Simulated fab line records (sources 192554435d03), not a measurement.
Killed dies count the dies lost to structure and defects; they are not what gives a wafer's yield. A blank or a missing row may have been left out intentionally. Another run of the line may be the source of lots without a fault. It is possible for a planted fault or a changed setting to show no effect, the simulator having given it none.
Chamber matching / flow n5 finfet / N5_BEOL_M8_STRIP_36 on rie diel-01 has 4 sister chambers
The step strips in N2/H2. 4 wafers are shown with their chamber, then 8 later ones without.

== WAFERS, EACH WITH ITS CHAMBER ==
wafer=L085.6; chamber=0; showerhead plenum p Torr (Torr)=2.63
wafer=L088.2; chamber=2; showerhead plenum p Torr (Torr)=2.57
wafer=L088.6; chamber=1; showerhead plenum p Torr (Torr)=2.38
wafer=L087.1; chamber=3; showerhead plenum p Torr (Torr)=2.49

== WAFERS WHOSE CHAMBER IS MISSING ==
wafer=L087.3; showerhead plenum p Torr (Torr)=2.38
wafer=L087.5; showerhead plenum p Torr (Torr)=2.38
wafer=L090.1; showerhead plenum p Torr (Torr)=2.62
wafer=L090.4; showerhead plenum p Torr (Torr)=2.38
wafer=L090.6; showerhead plenum p Torr (Torr)=2.49
wafer=L096.4; showerhead plenum p Torr (Torr)=2.56
wafer=L096.5; showerhead plenum p Torr (Torr)=2.56
wafer=L096.6; showerhead plenum p Torr (Torr)=2.48

== WHICH CHAMBER EACH ONE RAN IN ==
wafer=L087.3; from the rows above=1; in truth=1
wafer=L087.5; from the rows above=1; in truth=1
wafer=L090.1; from the rows above=0; in truth=0
wafer=L090.4; from the rows above=1; in truth=1
wafer=L090.6; from the rows above=3; in truth=3
wafer=L096.4; from the rows above=2; in truth=2
wafer=L096.5; from the rows above=2; in truth=2
wafer=L096.6; from the rows above=3; in truth=3
8 of 8 placed correctly. Not placeable from these rows: 0. Wrongly placed: 0.
How it was worked out, from the rows above alone: a wafer's distance from a chamber is the root of the sum, over the readings, of the square of ((its reading less the chamber's mean) divided by the reading's scatter). If the next closest chamber is less than 2 further off than the closest, the wafer can't be placed; otherwise it belongs to the closest. The mean given for a chamber averages the wafers shown for that chamber. The scatter: with one shown wafer a chamber, the root of the mean of the squares of how far each hidden wafer lies from its nearest shown one.
